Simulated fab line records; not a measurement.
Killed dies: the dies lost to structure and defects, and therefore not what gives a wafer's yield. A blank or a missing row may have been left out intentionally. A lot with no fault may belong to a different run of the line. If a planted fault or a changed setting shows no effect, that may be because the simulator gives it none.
Chamber matching | flow n5_finfet | cmp-02 running N5_PMOS_HMC_CHANNEL_EPI_CMP_21: 4 sister chambers
The step polishes SiGe30, target thk 54 nm. 8 wafers are shown with their chamber, then 6 later ones without.

WAFERS, EACH WITH ITS CHAMBER
wafer  | chamber | motor_current_A (A)
L678.2 | 0       | 10.0
L678.3 | 3       | 12.9
L678.5 | 1       | 10.3
L679.3 | 0       | 10.0
L679.5 | 2       | 11.8
L684.3 | 1       | 10.4
L684.4 | 2       | 11.8
L684.5 | 3       | 13.5

WAFERS WITHOUT THEIR CHAMBER
wafer  | motor_current_A (A)
L686.1 | 9.9
L686.4 | 13.3
L686.5 | 10.3
L687.1 | 12.7
L687.3 | 10.7
L687.6 | 11.9

EACH ONE'S CHAMBER
wafer  | from the rows above     | in truth
L686.1 | can't be placed: 0 or 1 | 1
L686.4 | 3                       | 3
L686.5 | can't be placed: 1 or 0 | 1
L687.1 | can't be placed: 3 or 2 | 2
L687.3 | can't be placed: 1 or 0 | 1
L687.6 | 2                       | 2
Placed correctly: 2 of 6. Can't be placed from these rows: 4 (the true chamber is among the candidates in 4). 0 placed wrongly.
How it was worked out, from the rows above alone: a wafer's distance from a chamber is the root of the sum, over the readings, of the square of ((its reading less the chamber's mean) divided by the reading's scatter). If the next closest chamber is less than 2 further off than the closest, the wafer can't be placed; otherwise it belongs to the closest. The mean given for a chamber averages the wafers shown for that chamber. The scatter: the root of (the sum of the squares of (reading less its chamber's mean) over the shown wafers, divided by (wafers less chambers)).
